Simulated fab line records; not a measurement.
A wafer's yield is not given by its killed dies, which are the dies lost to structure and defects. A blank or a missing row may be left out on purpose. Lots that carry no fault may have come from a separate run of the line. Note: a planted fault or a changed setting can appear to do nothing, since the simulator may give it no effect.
Chamber matching :: flow n5-finfet :: N5_BEOL_M1_PECVD_72 on pecvd-01: 3 sister chambers
The step deposits SiO2 from TEOS/O2, target thk 16 nm, time 18 s. 3 wafers are shown with their chamber, then 7 later ones without.

WAFERS PAIRED WITH THEIR CHAMBERS
wafer: L079.4
chamber: 0
showerhead-plenum-p-Torr (Torr): 8.86

wafer: L089.2
chamber: 2
showerhead-plenum-p-Torr (Torr): 8.74

wafer: L089.3
chamber: 1
showerhead-plenum-p-Torr (Torr): 8.71

WAFERS MISSING THEIR CHAMBER
wafer: L089.4
showerhead-plenum-p-Torr (Torr): 8.75

wafer: L093.1
showerhead-plenum-p-Torr (Torr): 8.73

wafer: L093.2
showerhead-plenum-p-Torr (Torr): 8.71

wafer: L093.4
showerhead-plenum-p-Torr (Torr): 8.74

wafer: L096.2
showerhead-plenum-p-Torr (Torr): 8.75

wafer: L096.3
showerhead-plenum-p-Torr (Torr): 8.72

wafer: L096.4
showerhead-plenum-p-Torr (Torr): 8.71

THE CHAMBER EACH PASSED THROUGH
wafer: L089.4
from the rows above: 2
in truth: 2

wafer: L093.1
from the rows above: can't be placed: 2 or 1
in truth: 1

wafer: L093.2
from the rows above: 1
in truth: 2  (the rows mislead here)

wafer: L093.4
from the rows above: 2
in truth: 2

wafer: L096.2
from the rows above: 2
in truth: 2

wafer: L096.3
from the rows above: can't be placed: 1 or 2
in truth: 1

wafer: L096.4
from the rows above: 1
in truth: 1
Placed correctly: 4 of 7. Cannot be placed on the basis of these rows: 2; the candidates contain the true chamber in 2. Placed wrongly: 1.
How it was worked out, from the rows above alone: a wafer's distance from a chamber is the root of the sum, over the readings, of the square of ((its reading less the chamber's mean) divided by the reading's scatter). If the next closest chamber is less than 2 further off than the closest, the wafer can't be placed; otherwise it belongs to the closest. Each chamber's mean is taken over the wafers shown for it. The scatter: with one shown wafer a chamber, the root of the mean of the squares of how far each hidden wafer lies from its nearest shown one.
